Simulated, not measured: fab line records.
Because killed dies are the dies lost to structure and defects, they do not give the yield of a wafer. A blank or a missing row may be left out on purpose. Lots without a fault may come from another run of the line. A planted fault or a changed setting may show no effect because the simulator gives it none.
Split-lot experiment	flow n5 finfet	route with 1938 steps; 7 lots, 21 wafers read

## THE SPLIT ITSELF
At N5_BEOL_M14_PEB_26 (peb time 90 s), the setting peb temp c was moved away from the recipe's 130 C on 4 of the 21 wafers read, by -2.8% to -0.8%. This setting was run at the recipe's value on the other wafers.

## FROM THE SPLIT TO THE READING: what the file shows between them, 2 steps
- N5_BEOL_M14_DEVELOP_27: develop time 45 s
- N5_BEOL_M14_HARDBAKE_32: time 120 s

## THE READING
cd nm (nm) at N5_BEOL_M14_CD_MEAS_28, where the cd target is 284.4 nm. Fault-free wafers of this fab line usually give 285.2 nm, standard deviation 1.6 nm.

wafer	tool, chamber at the split	peb temp c as run, C	against the recipe	cd nm, nm	against lot-mates on the recipe
L074.2	litho track-02, 0	130	recipe	285.7	-
L074.3	litho track-02, 0	130	recipe	276.8	-
L074.4	litho track-02, 0	130	recipe	285.0	-
L080.2	litho track-04, 0	129	-0.8%	289.8	-0.1
L080.3	litho track-04, 0	130	recipe	286.0	-
L080.6	litho track-04, 0	130	recipe	293.7	-
L082.4	litho track-02, 0	130	recipe	284.4	-
L082.5	litho track-02, 0	126.8	-2.5%	266.5	-17.9
L082.6	litho track-02, 0	126.8	-2.5%	261.3	-23.1
L086.1	litho track-02, 0	130	recipe	284.0	-
L086.4	litho track-02, 0	130	recipe	282.5	-
L086.5	litho track-02, 0	130	recipe	281.5	-
L089.1	litho track-02, 0	130	recipe	293.0	-
L089.4	litho track-02, 0	130	recipe	284.8	-
L089.6	litho track-02, 0	130	recipe	283.2	-
L091.1	litho track-04, 0	130	recipe	288.1	-
L091.4	litho track-04, 0	130	recipe	287.4	-
L091.6	litho track-04, 0	126.4	-2.8%	262.4	-25.4
L093.3	litho track-02, 0	130	recipe	280.8	-
L093.4	litho track-02, 0	130	recipe	284.4	-
L093.6	litho track-02, 0	130	recipe	284.4	-

FIT RESULTS
A straight line over all 21 wafers: cd nm changes by +8.18 nm for each +1% of peb temp c; r = +0.86; the points scatter about the line by 4.6 nm.
The same after taking each lot's own level away (the mean of its wafers on the recipe; 21 wafers): +8.51 nm for each +1%; r = +0.93; scatter 3.3 nm.
The reading moves by 24 nm for the largest change in peb temp c, on that fit.
From 282.50 to 289.85 nm: that is the span of the lots' own levels, equal to 4.6 times the standard deviation above.
The two slopes are in agreement: the lot-to-lot level therefore moves the slope only a little.
Check: with one of the wafers moved furthest among these (-2.8%) left out of the fit, the line predicts -22.1 nm for it against its lot-mates. It came out at -25.4 nm against them.

## FURTHER SPLITS ON THESE WAFERS
Note: prior to the reading, these wafers also went through further splits. Each is held against what the fit with the lots' levels taken away leaves over:
other split on the same wafers	wafers away from the commonest value	r with cd nm (lot level and that fit taken away)
N5_BEOL_M11_COAT_22 spin rpm	5	+0.06
N5_BEOL_M12_SPUTTER_43 power w	10	+0.05
N5_BEOL_M12_SPUTTER_44 time s	9	-0.30
N5_BEOL_M14_EXPOSE_25 dose mj	7	+0.79

## THE WHOLE CHAIN: every reading that the file lists as answering this split, in the file's order
step	what it does	reading	change (the file's fit)	r (the file's)
N5_BEOL_M14_CD_MEAS_28	target cd 284.4 nm	cd nm	+8.43 nm for each +1% of the setting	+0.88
N5_BEOL_M14_DESCUM_33	chemistry O2, time 7.9 s	BEOL_M14.cd nm (the simulator's own value, which no gauge read)	+8.53 nm for each +1% of the setting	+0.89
N5_BEOL_M14_ETCH_68	etches SOC in N2/H2, time 450 s	BEOL_M14.cd nm (the simulator's own value, which no gauge read)	+7.84 nm for each +1% of the setting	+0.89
N5_BEOL_M14_TRENCH_ETCH_34	etches SiO2 in C4F8/O2/Ar, target depth 556.65 nm, time 126.9 s	BEOL_M14.cd nm (the simulator's own value, which no gauge read)	+7.7 nm for each +1% of the setting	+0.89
N5_BEOL_M14_ETCH_67	etches SiARC in CF4, target depth 143 nm, time 238.3 s	BEOL_M14.cd nm (the simulator's own value, which no gauge read)	+7.14 nm for each +1% of the setting, in a fit together with dose mj@BEOL_M14_EXPOSE_25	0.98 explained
N5_BEOL_M14_ETCH_38	etches SiCN in CF4/N2, target depth 106.5 nm, time 120.6 s	BEOL_M14.cd nm (the simulator's own value, which no gauge read)	+6.53 nm for each +1% of the setting, in a fit together with dose mj@BEOL_M14_EXPOSE_25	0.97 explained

## THE FILE'S OWN FIT
cd nm changes by +8.43 nm for each +1% of peb temp c, r = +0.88.
